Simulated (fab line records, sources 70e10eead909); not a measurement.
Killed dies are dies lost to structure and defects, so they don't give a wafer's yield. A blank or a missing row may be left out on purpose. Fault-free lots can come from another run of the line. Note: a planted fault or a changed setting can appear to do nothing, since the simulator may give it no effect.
Chamber matching | flow nand harc | 4 sister chambers for NHARC_A_SGD_CUT_CMP_21 on cmp-03
The step polishes, target thk 148.19 nm. 4 wafers are shown with their chamber, then 8 later ones without.

== EACH WAFER AND ITS CHAMBER ==
wafer  | chamber | motor current A (A)
L924.3 | 1       | 12.1
L929.3 | 2       | 11.4
L929.5 | 0       | 12.0
L933.2 | 3       | 13.6

== WAFERS WITH NO CHAMBER GIVEN ==
wafer  | motor current A (A)
L933.3 | 12.4
L933.6 | 11.1
L941.1 | 12.4
L941.3 | 11.8
L941.5 | 11.1
L942.2 | 13.2
L942.4 | 10.5
L942.6 | 13.1

== WHICH CHAMBER EACH WENT THROUGH ==
wafer  | from the rows above               | in truth
L933.3 | can't be placed: 1 or 0 or 2 or 3 | 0
L933.6 | can't be placed: 2 or 0 or 1      | 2
L941.1 | can't be placed: 1 or 0 or 2 or 3 | 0
L941.3 | can't be placed: 0 or 1 or 2      | 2
L941.5 | can't be placed: 2 or 0 or 1      | 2
L942.2 | can't be placed: 3 or 1 or 0      | 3
L942.4 | can't be placed: 2 or 0 or 1      | 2
L942.6 | can't be placed: 3 or 1 or 0      | 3
Placed correctly: 0 of 8. Cannot be placed on the basis of these rows: 8; the candidates contain the true chamber in 8. Number placed wrongly: 0.
How it was worked out, from the rows above alone: a wafer's distance from a chamber is the root of the sum, over the readings, of the square of ((its reading less the chamber's mean) divided by the reading's scatter). If the next closest chamber is less than 2 further off than the closest, the wafer can't be placed; otherwise it belongs to the closest. For every chamber, the mean is computed from those of its wafers that are shown. The scatter (one wafer shown for each chamber): square how far every hidden wafer sits from the nearest shown wafer, average those squares and take the square root.
